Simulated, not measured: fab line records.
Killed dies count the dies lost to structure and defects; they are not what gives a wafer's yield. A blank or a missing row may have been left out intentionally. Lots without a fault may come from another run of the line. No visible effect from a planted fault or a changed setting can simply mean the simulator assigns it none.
The tool behind it: which one? | flow n5 finfet | 6 lots, 18 wafers sampled, at 4 steps of a route of 1938

## WHAT THE GAUGES READ, wafer by wafer
N5_GATE_CUT_CD_MEAS_13: target cd 20 nm.
lot  | measured    | on        | cd nm (nm)
L375 | day 4 20:36 | cd sem-03 | 20.24 20.30 20.28
L377 | day 5 11:40 | cd sem-01 | 19.87 20.04 19.99
L379 | day 5 18:51 | cd sem-02 | 24.88 25.30 25.23
L381 | day 6 08:59 | cd sem-01 | 19.38 19.70 19.89
L391 | day 8 17:17 | cd sem-02 | 19.86 19.86 19.91
L393 | day 9 07:55 | cd sem-03 | 20.09 20.20 20.22

## TOOL THAT RAN EACH LOT (tool first, then ch and the chambers of the sampled wafers, then the start)
lot  | N5_GATE_CUT_ETCHBACK_30          | N5_GATE_CUT_VAPOR_ETCH_60        | N5_GATE_CUT_EXPOSE_10
L375 | rie metal-02 ch 0,1, day 4 13:29 | rie metal-02 ch 0,1, day 4 13:31 | euv scanner-02 ch 0, day 4 20:29
L377 | rie metal-02 ch 0,1, day 5 08:14 | rie metal-02 ch 0,1, day 5 08:16 | euv scanner-02 ch 0, day 5 11:32
L379 | rie metal-01 ch 0,1, day 5 15:31 | rie metal-01 ch 0,1, day 5 15:32 | euv scanner-02 ch 0, day 5 18:43
L381 | rie metal-01 ch 0,1, day 6 05:18 | rie metal-01 ch 0,1, day 6 05:20 | euv scanner-01 ch 0, day 6 08:52
L391 | rie metal-01 ch 0,1, day 8 12:34 | rie metal-01 ch 0,1, day 8 12:36 | euv scanner-01 ch 0, day 8 17:10
L393 | rie metal-01 ch 0,1, day 9 04:24 | rie metal-01 ch 0,1, day 9 04:26 | euv scanner-01 ch 0, day 9 07:47
- N5_GATE_CUT_ETCHBACK_30: etches TiN in Cl2/Ar, target depth 3 nm.
- N5_GATE_CUT_VAPOR_ETCH_60: etches HfO2 in BCl3/Cl2.
- N5_GATE_CUT_EXPOSE_10: exposes mask GATE CUT, target cd 20 nm.

## THE ANSWER, worked out from the rows above alone
Rule: the usual values come from the lots themselves. Put in order of their means at a reading, lots are off if they are a third of the lots or fewer, leave a main group of 4 or more, and stand apart from it by a gap of 3 or more times the standard deviation of the main group's means; of several such gaps the widest counts. A main group is skipped when, at the precision printed for the reading in the tables above, its means are all equal. Also off: a lot with no number at a reading for which 4 or more lots have one. All remaining lots with rows at the step are treated as sound.
Off at N5_GATE_CUT_CD_MEAS_13 (cd nm): L379. The main group has a mean of 19.99 nm with a standard deviation of 0.22.
If a tool, at a process step before that reading, ran all the lots that are off and no sound lot after the first of them, it fits. The gauges at N5_GATE_CUT_CD_MEAS_13 are tried like those tools. One fits: euv scanner-02 at N5_GATE_CUT_EXPOSE_10. Its last sound lot is L377 (day 5 11:32), its first lot that is off L379 (day 5 18:43): a fault that began between those two fits.

## WHAT THE SIMULATOR HAD INSERTED
Process parameters drifting: euv scanner-02 at N5_GATE_CUT_EXPOSE_10, beginning at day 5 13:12. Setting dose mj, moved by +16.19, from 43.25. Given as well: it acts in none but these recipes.
Shown lots that were struck: L379. This agrees with what the rule above found.
